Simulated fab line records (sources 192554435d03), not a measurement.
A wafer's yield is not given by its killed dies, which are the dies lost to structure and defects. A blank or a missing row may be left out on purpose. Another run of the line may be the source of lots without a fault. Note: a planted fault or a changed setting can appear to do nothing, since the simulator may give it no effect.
Chamber matching ; flow n5Finfet ; N5_BEOL_M6_STRIP_67 on rieDiel-02: 4 sister chambers
The step strips in CF4. 8 wafers are shown with their chamber, then 11 later ones without.

== EACH WAFER AND ITS CHAMBER ==
wafer;chamber;drypumpMotorCurrentA (A);throttleValvePct (%)
L077.6;0;5.6;13.90
L083.1;0;5.6;13.92
L083.2;3;4.9;13.68
L083.6;1;5.4;13.34
L086.1;3;4.9;13.71
L086.3;1;5.3;13.35
L086.4;2;5.0;13.96
L088.1;2;5.0;13.94

== WAFERS MISSING THEIR CHAMBER ==
wafer;drypumpMotorCurrentA (A);throttleValvePct (%)
L088.2;5.4;13.35
L088.3;4.9;13.69
L087.3;5.6;13.95
L087.5;5.6;13.95
L087.6;4.9;13.71
L091.3;4.9;13.72
L091.4;5.0;13.97
L091.6;5.6;13.98
L093.1;5.6;13.97
L093.4;5.4;13.39
L093.6;5.0;13.98

== WHICH CHAMBER EACH ONE RAN IN ==
wafer;from the rows above;in truth
L088.2;1;1
L088.3;3;3
L087.3;0;0
L087.5;0;0
L087.6;3;3
L091.3;3;3
L091.4;2;2
L091.6;0;0
L093.1;0;0
L093.4;1;1
L093.6;2;2
11 of 11 placed correctly. Number that these rows cannot place: 0. Wrongly placed: 0.
How it was worked out, from the rows above alone: a wafer's distance from a chamber is the root of the sum, over the readings, of the square of ((its reading less the chamber's mean) divided by the reading's scatter). The wafer belongs to the nearest chamber; if the next one is less than 2 further off, it can't be placed. The mean given for a chamber averages the wafers shown for that chamber. The scatter: the root of (the sum of the squares of (reading less its chamber's mean) over the shown wafers, divided by (wafers less chambers)).
